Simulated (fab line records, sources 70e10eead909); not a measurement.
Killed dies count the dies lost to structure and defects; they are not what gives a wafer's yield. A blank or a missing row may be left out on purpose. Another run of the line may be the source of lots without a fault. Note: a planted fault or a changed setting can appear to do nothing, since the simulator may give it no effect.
Comparing a struck lot with a sound one / flow nand_harc / 14 out of 1302 route steps
Sound: the wafers L857.2, L857.5, L857.6. Struck: wafers L867.3, L867.4 (left out: L867.6, a lot-mate that was not struck); the cause follows at the end.
Per side, at each step with rows, come the tool, then ch with its chambers, and then its first start. Under that, the readings that differ: sound wafers / struck wafers / difference of the means / sigmas: that difference in standard deviations of wafers without a fault.
alike: readings whose means differ by less than 2 such deviations, and words and numbers that are the same on both sides. not compared: withheld readings, readings that some wafer has no value for, bounds like >300 that may hide the same value, and numbers for which the record gives no deviation and whose values overlap.
The two part at a step that has a row with sigmas, a row that says differs or no value, or rows on one side only. Numbers that have no deviation but don't overlap get no sigmas and don't part them. A reading that every wafer of one side lacks parts them only if that side has two wafers or more.

NHARC_A_DECK1_JOINT_ETCHBACK_07: etches the open film in HBr, target depth 105 nm, time 26.9 s.
  sound on rie_si-05 ch 1,2,3, day 11 20:46; struck on rie_si-03 ch 1,2, day 15 19:12
reading=throttle_valve_pct (%); sound=23.239 23.270 23.277; struck=23.285 23.278; difference=+0.020; sigmas=+2
  alike: drypump_motor_current_A, oes_product_au, rf_fwd_power_W, run_length_s
  not compared: rf_hours_counter_h
then, 8 steps without rows for these wafers: NHARC_A_DECK1_JOINT_ETCH_25 (etches SiO2 in dHF, target depth 0.5 nm); NHARC_A_DECK1_JOINT_ETCH_19 (etches poly-Si in TMAH, target depth 3 nm); NHARC_A_DECK1_JOINT_ETCH_18 (etches SiO2 in dHF, target depth 3 nm); NHARC_A_DECK1_JOINT_WET_08 (chemistry H3PO4, time 86 s); NHARC_A_DECK1_JOINT_ETCH_09 (etches SiO2 in dHF, target depth 5 nm); NHARC_A_DECK1_JOINT_WET_10 (chemistry H3PO4, time 86 s); NHARC_A_DECK1_JOINT_ETCH_11 (etches SiO2 in dHF, target depth 35 nm); NHARC_A_DECK1_JOINT_CVD_12 (deposits poly-Si, target thk 90 nm, time 1800 s).
NHARC_A_DECK1_JOINT_CMP_13: polishes, target thk 51.023 nm.
  sound on cmp-03 ch 2,3, day 12 07:08; struck on cmp-04 ch 0,3, day 16 05:37
  alike: motor_current_A, retaining_ring_pressure_frac, time_to_endpoint_s
NHARC_A_DECK1_JOINT_THK_MEAS_14: measures by ellipsometry.
  struck on film_metro-02, day 16 05:50; sound on film_metro-01, day 12 07:22
  alike: thk_nm
following that, these wafers have no rows for 1 step: NHARC_A_DECK1_JOINT_SRD_04.
NHARC_A_DECK1_JOINT_ETCHBACK_00: etches the open film in HBr, target depth 30 nm, time 17.4 s.
  sound on rie_si-03 ch 1,2,3, day 12 07:32; struck on rie_si-04 ch 0,3, day 16 05:58
reading=rf_fwd_power_W (W); sound=341.4 346.7 341.5; struck=- -; difference=no value on the struck wafers; sigmas=
reading=run_length_s (s); sound=38.2 38.8 38.9; struck=35.2 33.8; difference=-4.1; sigmas=-9
  alike: drypump_motor_current_A, oes_product_au, throttle_valve_pct
  not compared: rf_hours_counter_h
then, 1 step without rows for these wafers: NHARC_A_DECK1_JOINT_PRECLEAN_30 (cleans in SC1).

== WHERE THEY PART ==
Last at NHARC_A_DECK1_JOINT_ETCHBACK_00 as far as this record goes, first at NHARC_A_DECK1_JOINT_ETCHBACK_07.

WHY: the cause the simulator had injected
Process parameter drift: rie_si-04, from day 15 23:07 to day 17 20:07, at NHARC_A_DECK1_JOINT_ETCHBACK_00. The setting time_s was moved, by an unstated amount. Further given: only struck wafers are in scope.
